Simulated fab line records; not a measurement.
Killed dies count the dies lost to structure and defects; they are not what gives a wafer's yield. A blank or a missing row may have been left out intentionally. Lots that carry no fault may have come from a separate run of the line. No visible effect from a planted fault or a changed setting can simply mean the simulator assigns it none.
Split-lot experiment	flow n5_finfet	21 wafers read across 7 lots, on a route 1938 steps long

THE SPLIT ITSELF
At N5_PASSIVATION_VIA_ETCH_13 (etches SiO2 in CHF3/O2, target depth 660 nm, time 330 s), the setting bias_w was moved away from the recipe's 170 W on 5 of the 21 wafers read, by -14.2% to +6.6%. All remaining wafers had this setting at the recipe value.

The reading comes from the split's own step.

THE READING
rf_vpp_V, in V, at N5_PASSIVATION_VIA_ETCH_13 (etches SiO2 in CHF3/O2, target depth 660 nm, time 330 s). Typical for fault-free wafers on this fab line: 524 V, with standard deviation 5.6 V.

wafer	tool, chamber at the split	bias_w as run, W	against the recipe	rf_vpp_V, V	against lot-mates on the recipe
L075.2	rie_diel-04, 1	170	recipe	527	-
L075.4	rie_diel-04, 0	181.2	+6.6%	545	+18
L075.5	rie_diel-04, 3	181.2	+6.6%	544	+17
L081.4	rie_diel-04, 0	170	recipe	518	-
L081.5	rie_diel-04, 1	170	recipe	528	-
L081.6	rie_diel-04, 2	170	recipe	523	-
L082.2	rie_diel-01, 1	170	recipe	526	-
L082.3	rie_diel-01, 2	170	recipe	523	-
L082.6	rie_diel-01, 2	170	recipe	523	-
L085.1	rie_diel-01, 0	155.1	-8.8%	480	-48
L085.2	rie_diel-01, 1	170	recipe	528	-
L085.5	rie_diel-01, 0	155.1	-8.8%	478	-50
L088.2	rie_diel-01, 1	170	recipe	524	-
L088.5	rie_diel-01, 0	170	recipe	517	-
L088.6	rie_diel-01, 3	145.8	-14.2%	470	-50
L093.2	rie_diel-03, 1	170	recipe	532	-
L093.4	rie_diel-03, 0	170	recipe	516	-
L093.6	rie_diel-03, 3	170	recipe	533	-
L095.1	rie_diel-01, 3	170	recipe	530	-
L095.3	rie_diel-01, 2	170	recipe	523	-
L095.4	rie_diel-01, 1	170	recipe	526	-

FIT RESULTS
A straight line over all 21 wafers: rf_vpp_V changes by +4.1 V for each +1% of bias_w; r = +0.96; the points scatter about the line by 5.8 V.
The same after taking each lot's own level away (the mean of its wafers on the recipe; 21 wafers): +4 V for each +1%; r = +0.95; scatter 6.5 V.
On that fit, the largest move of bias_w shifts the reading by 57 V.
The span of the lots' own levels, 520.5 to 528.0 V, comes to 1.3 times the standard deviation stated above.
The two slopes are in agreement: the lot-to-lot level therefore moves the slope only a little.
Check: with one of the wafers moved furthest among these (-14.2%) left out of the fit, the line predicts -66.1 V for it against its lot-mates. It came out at -50.5 V against them.
Tool readings at the split's step, against how far the setting was moved: rf_vpp_V r = +0.96.

THE OTHER SPLITS THESE WAFERS WENT THROUGH
These wafers also went through other splits before the reading. Each is held against what the fit with the lots' levels taken away leaves over:
other split on the same wafers	wafers away from the commonest value	r with rf_vpp_V (lot level and that fit taken away)
N5_BEOL_M12_SPUTTER_44 time_s	6	-0.38
N5_BEOL_M13_CMP_49 down_force_psi	6	+0.05
N5_BEOL_M14_DEP_53 time_s	5	-0.05
N5_BEOL_M15_COAT_04 spin_rpm	8	-0.04
N5_MIM_BOT_SPUTTER_00 time_s	8	-0.28
N5_MIM_TOP_LITHO_EXPOSE_05 dose_mj	5	+0.40

FILE'S OWN FIT
rf_vpp_V changes by +3.9 V for each +1% of bias_w, r = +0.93.
